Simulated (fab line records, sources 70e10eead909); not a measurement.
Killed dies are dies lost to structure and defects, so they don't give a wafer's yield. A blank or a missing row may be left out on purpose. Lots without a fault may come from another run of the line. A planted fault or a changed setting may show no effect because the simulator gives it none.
fab line records | flow nand_harc
record lots=12 wafers=36 last_day=25
route steps=1159 shown A_STAIRCASE@733 THIN_TSV@1126 END@1159
lots that met no fault: from a run of the same line without faults
start_h: hours from the record's first day to the start of the lot's first wafer shown | wait_h: hours since the lot's step before | " the same as in the row above | L1.1+2: a row that stands for several wafers | - no value, or no start given | * or withheld: withheld | < > ~ a bound
route shown NAME@n: a module of which the file shows steps, and the number in the route of the first | usual: mean/standard deviation of fault-free wafers | same: alike in all rows | chamber/n: place in a boat | sites: the reading at each site | _std_site: their standard deviation | _edge_site: outer sites' mean less inner sites' | radius_mm: how far each site lies from the wafer's centre | mask NAME#n: copy n | behind: the tool/chamber that last shaped the wafer | hold: why the lot was held/for how many hours/how that ended | device: the transistor (n, p or np) that didn't switch | end of line: the same wafers' tests at the end of the route | a step without rows: its recipe alone | killed: dies lost to structure and defects at the first sort, not the wafer's yield | map: a wafer's dies, x killed, . not, _ none there
set.NAME: the setting as run; set.NAME@STEP: as run at that earlier step | model.NAME: the simulator's own value behind a step, which no gauge read
steps of the route over a sample of lots; a table a step, a row a wafer
services: from which hour (start_h, from the record's first day; less than 0 if before it) a tool's chamber was out of use, for how many hours, and why
## steps
# step NHARC_A_STAIRCASE_CMP_450
# recipe target_thk_nm=200 material=SiO2
# usual motor_current_A=11.5/1.3
# columns lot.wafer tool chamber start_h wait_h motor_current_A
L807.3 cmp-02 2 313.60 - 12.6
L807.2 " 3 " " 11.0
L807.5 " 2 " " 12.5
L805.3 cmp-04 0 313.88 - 10.0
L805.1 " 1 " " 11.2
L805.6 " 0 " " 11.0
L804.1 cmp-04 2 318.39 - 13.6
L804.2 " 3 " " 10.0
L804.5 " 3 " " 9.8
L808.2 cmp-04 2 319.01 - 13.4
L808.3 " 3 " " 9.9
L808.5 " 3 " " 10.6
L809.3 cmp-02 0 322.83 - 10.3
L809.4 " 1 " " 10.6
L809.5 " 3 " " 11.6
L815.1 cmp-04 0 377.00 - 10.6
L815.3 " 1 " " 12.1
L815.6 " 3 " " 10.1
L819.4 cmp-02 1 387.30 - 10.3
L819.2 " 3 " " 9.7
L819.6 " 0 " " 10.1
L820.1 cmp-01 3 388.88 - 10.3
L820.3 " 0 " " 12.3
L820.4 " 1 " " 11.1
L816.3 cmp-04 3 388.95 - 10.0
L816.4 " 1 " " 12.5
L816.6 " 3 " " 9.8
L821.2 cmp-02 1 407.91 - 10.9
L821.3 " 2 " " 13.1
L821.4 " 3 " " 10.7
L826.3 cmp-01 3 436.57 - 12.0
L826.4 " 1 " " 10.7
L826.6 " 2 " " 12.8
L827.3 cmp-01 1 461.05 - 11.5
L827.5 " 3 " " 10.9
L827.6 " 0 " " 11.4
# step NHARC_THIN_TSV_STRIP_62
# recipe power_w=1500 temp_c=250 time_s=20 chemistry=N2/H2
# usual drypump_motor_current_A=5.72/0.12 heater_power_w=339/20
# columns lot.wafer tool chamber start_h wait_h drypump_motor_current_A heater_power_w rf_hours_counter_h
L805.1 plasma_asher-02 0 432.87 - 5.71 332 22
L805.3 " 1 " " 5.75 359 -
L805.6 " 0 " " 5.72 330 -
L808.2 plasma_asher-02 1 433.82 - 5.73 362 23
L808.3 " 1 " " 5.74 364 -
L808.5 " 1 " " 5.76 358 -
L807.2 plasma_asher-01 1 435.62 - 5.93 329 47
L807.3 " 0 " " 5.41 305 -
L807.5 " 1 " " 5.92 333 -
L804.2 plasma_asher-01 0 436.65 - 5.42 311 48
L804.1 " 1 " " 5.94 326 48
L804.5 " 0 " " 5.42 317 -
L809.3 plasma_asher-02 1 437.68 - 5.75 350 -
L809.4 " 0 " " 5.73 325 -
L809.5 " 0 " " 5.71 325 -
L815.1 plasma_asher-02 1 486.06 - 5.75 360 47
L815.3 " 1 " " 5.75 358 -
L815.6 " 1 " " 5.78 355 -
L816.3 plasma_asher-02 0 501.43 - 5.71 323 -
L816.4 " 1 " " 5.81 356 -
L816.6 " 0 " " 5.70 329 -
L819.2 plasma_asher-02 1 507.36 - 5.74 356 60
L819.4 " 0 " " 5.73 328 -
L819.6 " 1 " " 5.77 370 -
L820.1 plasma_asher-02 1 509.38 - 5.73 359 62
L820.3 " 0 " " 5.70 332 -
L820.4 " 1 " " 5.73 356 -
L821.2 plasma_asher-02 1 530.66 - 5.75 351 74
L821.4 " 1 " " 5.73 364 -
L821.3 " 0 " " 5.72 326 -
L826.4 plasma_asher-01 1 549.24 - 5.90 318 -
L826.3 " 0 " " 5.41 303 -
L826.6 " 1 " " 5.90 318 -
L827.3 plasma_asher-02 0 577.24 - 5.71 339 -
L827.5 " 0 " " 5.72 344 -
L827.6 " 1 " " 5.76 363 -
# step NHARC_THIN_TSV_PRE_CLEAN_50
# recipe time_s=30 temp_c=280 gas=H2/He
# usual heater_power_w=394/33
# columns lot.wafer tool chamber start_h wait_h heater_power_w
L805.1 pvd_sputter-02 - - - 381
L805.3 " - " " 423
L805.6 " - " " 425
L808.2 pvd_sputter-02 - - - 424
L808.3 " - " " 388
L808.5 " - " " 377
L807.3 pvd_sputter-01 - - - 398
L807.2 " - " " 445
L807.5 " - " " 385
L804.2 pvd_sputter-01 - - - 374
L804.1 " - " " 445
L804.5 " - " " 404
L809.4 pvd_sputter-02 - - - 371
L809.3 " - " " 368
L809.5 " - " " 382
L815.3 pvd_sputter-03 - - - 406
L815.1 " - " " 365
L815.6 " - " " 380
L816.4 pvd_sputter-03 - - - 414
L816.3 " - " " 363
L816.6 " - " " 355
L819.2 pvd_sputter-03 - - - 368
L819.4 " - " " 363
L819.6 " - " " 375
L820.4 pvd_sputter-03 - - - 405
L820.3 " - " " 360
L820.1 " - " " 350
L821.4 pvd_sputter-03 - - - 365
L821.3 " - " " 353
L821.2 " - " " 363
L826.3 pvd_sputter-01 - - - 415
L826.4 " - " " 425
L826.6 " - " " 422
L827.3 pvd_sputter-03 - - - 413
L827.5 " - " " 362
L827.6 " - " " 356
# step NHARC_THIN_TSV_DESCUM_35
# recipe time_s=3 o2_flow_sccm=200 ar_flow_sccm=0 bias_power_w=0 chemistry=O2
# usual drypump_motor_current_A=5.9/0.42 oes_product_au=1.002/0.011 rf_vpp_V=57.8/0.79 showerhead_plenum_p_Torr=1.92/0.083 throttle_valve_pct=11.311/0.0091
# same bias_power_w=0
# columns lot.wafer tool chamber start_h wait_h drypump_motor_current_A oes_product_au rf_hours_counter_h rf_vpp_V showerhead_plenum_p_Torr throttle_valve_pct
L805.3 rie_diel-13 2 436.35 - 5.7 1.002 11 57.9 2.01 11.299
L805.1 " 0 " " 5.5 0.991 13 58.1 1.92 11.317
L805.6 " 3 " " 6.6 1.011 - 57.4 1.91 11.306
L808.3 rie_diel-01 2 437.27 - 5.1 0.998 9 58.2 1.78 11.309
L808.2 " 0 " " 5.9 1.007 10 57.1 1.85 11.301
L808.5 " 1 " " 6.5 1.013 - 58.0 1.93 11.304
L807.3 rie_diel-13 2 439.16 - 5.7 1.015 11 58.2 2.01 11.317
L807.2 " 0 " " 5.5 0.987 13 57.4 1.92 11.309
L807.5 " 2 " " 5.8 0.999 - 57.6 2.01 11.318
L804.2 rie_diel-02 3 440.16 - 6.1 0.990 11 57.3 1.94 11.314
L804.1 " 1 " " 6.1 0.999 12 59.1 2.04 11.327
L804.5 " 2 " " 5.9 0.982 - 57.9 1.86 11.306
L809.3 rie_diel-01 2 441.18 - 5.2 0.989 10 56.4 1.78 11.307
L809.4 " 1 " " 6.5 1.018 - 57.1 1.93 11.305
L809.5 " 2 " " 5.2 1.001 - 57.8 1.78 11.298
L815.1 rie_diel-13 2 489.75 - 5.7 1.011 2 57.3 2.01 11.309
L815.3 " 0 " " 5.5 1.022 2 58.3 1.91 11.308
L815.6 " 2 " " 5.7 1.006 - 58.2 2.01 11.289
L816.4 rie_diel-01 0 504.88 - 5.8 1.011 0 60.2 1.85 11.314
L816.3 " 2 " " 5.1 0.999 0 55.9 1.78 11.311
L816.6 " 0 " " 5.8 1.019 - 57.6 1.85 11.307
L819.4 rie_diel-01 3 510.75 - 5.8 1.025 1 59.0 2.03 11.318
L819.2 " 2 " " 5.2 1.013 1 57.5 1.78 11.322
L819.6 " 0 " " 5.9 1.011 - 57.8 1.85 11.308
L820.4 rie_diel-01 3 513.07 - 5.8 1.014 2 59.4 2.03 11.327
L820.1 " 0 " " 5.8 0.999 1 57.7 1.85 11.310
L820.3 " 1 " " 6.5 0.998 1 57.4 1.93 11.322
L821.3 rie_diel-13 1 534.00 - 5.5 1.004 6 56.8 1.90 11.295
L821.4 " 2 " " 5.7 1.009 6 57.8 2.01 11.310
L821.2 " 0 " " 5.5 1.004 5 58.9 1.91 11.315
L826.3 rie_diel-01 1 552.71 - 6.5 1.013 4 57.0 1.93 11.308
L826.4 " 0 " " 5.8 1.020 5 56.9 1.85 11.305
L826.6 " 2 " " 5.2 1.005 - 56.5 1.78 11.298
L827.3 rie_diel-01 3 580.67 - 5.9 1.014 6 59.2 2.03 11.294
L827.6 " 2 " " 5.1 1.015 - 57.7 1.78 11.315
L827.5 " 3 " " 5.9 1.020 - 58.1 2.03 11.310
# step NHARC_END_SORT_01
# recipe temp_c=25
# usual killed_at_array=29/11 killed_at_other=0.6/0.75 killed_at_periphery=3.1/2.1 killed_dies=32/11 killed_open=3.0/1.8 killed_short=1.8/1.3
# same gross_dies=677
# columns lot.wafer tool chamber start_h wait_h killed_at_array killed_at_other killed_at_periphery killed_dies killed_open killed_short
L805.1 prober-02 0 451.08 2.5 23 0 2 25 4 2
L805.3 prober-02 0 452.69 3.1 27 1 2 30 5 2
L805.6 prober-02 0 455.10 4.0 24 0 1 25 2 3
L815.1 prober-01 0 498.51 2.5 463 0 0 463 1 1
L815.3 prober-01 0 500.12 3.1 484 0 1 485 3 0
L815.6 prober-01 0 502.54 4.0 452 1 0 453 0 0
L816.3 prober-02 0 516.42 3.1 446 0 1 447 2 2
L816.4 prober-02 0 517.23 3.4 444 0 0 444 0 0
L816.6 prober-02 0 518.85 4.1 456 0 1 457 1 0
# killed by level:class
L805.1 A_CHANNEL_HOLE_D1:chamber_film_flake=10 A_CONTACT:chamber_film_flake=5 A_SLIT:chamber_film_flake=3 A_CONTACT:geometric_particle:open=2 P_CONTACT:geometric_particle:open=1 P_M1:geometric_particle:short=1 A_CHANNEL_HOLE_D1:geometric_particle:short=1 A_M0:geometric_particle:open=1
L805.3 A_CHANNEL_HOLE_D1:chamber_film_flake=13 A_CONTACT:chamber_film_flake=4 A_SLIT:chamber_film_flake=3 A_WL_FILL:geometric_particle:open=2 A_CONTACT:geometric_particle:open=2 A_ZERO_WELL:chamber_film_flake=2 P_M0:geometric_particle:open=1 P_M0:geometric_particle:short=1
L805.6 A_CHANNEL_HOLE_D1:chamber_film_flake=9 A_SLIT:chamber_film_flake=4 A_CONTACT:chamber_film_flake=4 A_CONTACT:geometric_particle:open=2 A_ONON_D1:geometric_particle:short=1 A_SGD_CUT:geometric_particle:short=1 A_CONTACT:geometric_particle:short=1 P_ZERO_WELL:chamber_film_flake=1
L815.1 A_STAIRCASE:unspecified=448 A_SLIT:chamber_film_flake=11 A_WL_FILL:geometric_particle:short=1 A_M1:geometric_particle:open=1 A_CHANNEL_HOLE_D1:chamber_film_flake=1 A_CONTACT:chamber_film_flake=1
L815.3 A_STAIRCASE:unspecified=465 A_SLIT:chamber_film_flake=9 A_CONTACT:chamber_film_flake=4 A_CHANNEL_HOLE_D1:chamber_film_flake=3 A_M0:geometric_particle:open=2 P_CONTACT:geometric_particle:open=1 A_STAIRCASE:chamber_film_flake=1
L815.6 A_STAIRCASE:unspecified=438 A_SLIT:chamber_film_flake=7 A_CONTACT:chamber_film_flake=4 A_CHANNEL_HOLE_D1:chamber_film_flake=3 THIN_TSV:chamber_film_flake=1
L816.3 A_STAIRCASE:unspecified=434 A_STAIRCASE:chamber_film_flake=4 A_CHANNEL_HOLE_D1:chamber_film_flake=3 P_M0:geometric_particle:open=1 A_CHANNEL_FILL_D1:geometric_particle:short=1 A_CONTACT:geometric_particle:open=1 A_BLC:geometric_particle:short=1 A_ZERO_WELL:chamber_film_flake=1
L816.4 A_STAIRCASE:unspecified=438 A_CHANNEL_HOLE_D1:chamber_film_flake=3 A_STAIRCASE:chamber_film_flake=2 A_BLC:chamber_film_flake=1
L816.6 A_STAIRCASE:unspecified=452 A_CHANNEL_HOLE_D1:chamber_film_flake=3 P_M0:geometric_particle:open=1 A_STAIRCASE:chamber_film_flake=1
## services
# columns tool chamber start_h hours kind
cmp-04 - 301.00 4.0 pm
rie_diel-13 3 308.67 4.1 repair
rie_diel-13 1 311.14 5.9 repair
rie_diel-01 - 315.14 9.0 pm
pvd_sputter-03 - 317.22 6.7 repair
cmp-02 - 324.57 4.0 pm
cmp-04 - 338.98 0.4 repair
rie_diel-01 3 346.66 97.8 repair
cmp-04 - 360.20 1.5 repair
plasma_asher-02 - 360.29 9.0 pm
cmp-04 - 399.13 4.0 pm
plasma_asher-02 - 403.26 1.9 repair
pvd_sputter-03 - 460.78 10.0 pm
rie_diel-01 0 467.98 6.1 repair
rie_diel-01 - 492.14 9.0 pm
cmp-04 - 497.13 4.0 pm
pvd_sputter-03 - 516.58 2.3 repair
pvd_sputter-03 - 519.29 5.4 repair
rie_diel-01 3 536.20 11.1 repair
rie_diel-01 2 536.38 3.5 repair
plasma_asher-02 - 537.29 9.0 pm
cmp-04 - 537.90 0.2 repair
cmp-04 - 569.83 0.4 repair
pvd_sputter-03 - 578.00 1.0 repair
## key
first_sign step=NHARC_END_SORT_01 reading=killed_at_array direction=up sigmas=40 usual=29 struck=458
effect step=NHARC_END_SORT_01 reading=killed_dies direction=up sigmas=38 usual=32 struck=458
more_kills_born_at NHARC_A_STAIRCASE_CMP_450@cmp-04=2675
met_at NHARC_A_STAIRCASE_CMP_450
struck_lots L815,L816
tester_left_out L815,L816
not_acting_at NHARC_THIN_TSV_STRIP_62,NHARC_THIN_TSV_PRE_CLEAN_50,NHARC_THIN_TSV_DESCUM_35
onset_between 319.01 377.00
fault kind=chamber_particle_source tool=cmp-04 chamber=- onset_h=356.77 steps=NHARC_A_STAIRCASE_CMP_450 rate_per_visit_cm2=1.2353 end_h=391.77
# tester_left_out: of these lots the tester's yield and bins aren't shown, on N5 and GAA mostly nor the transistor test; their killed dies are dies lost to structure and defects alone, not to doping, threshold or leakage, so they don't give the yield
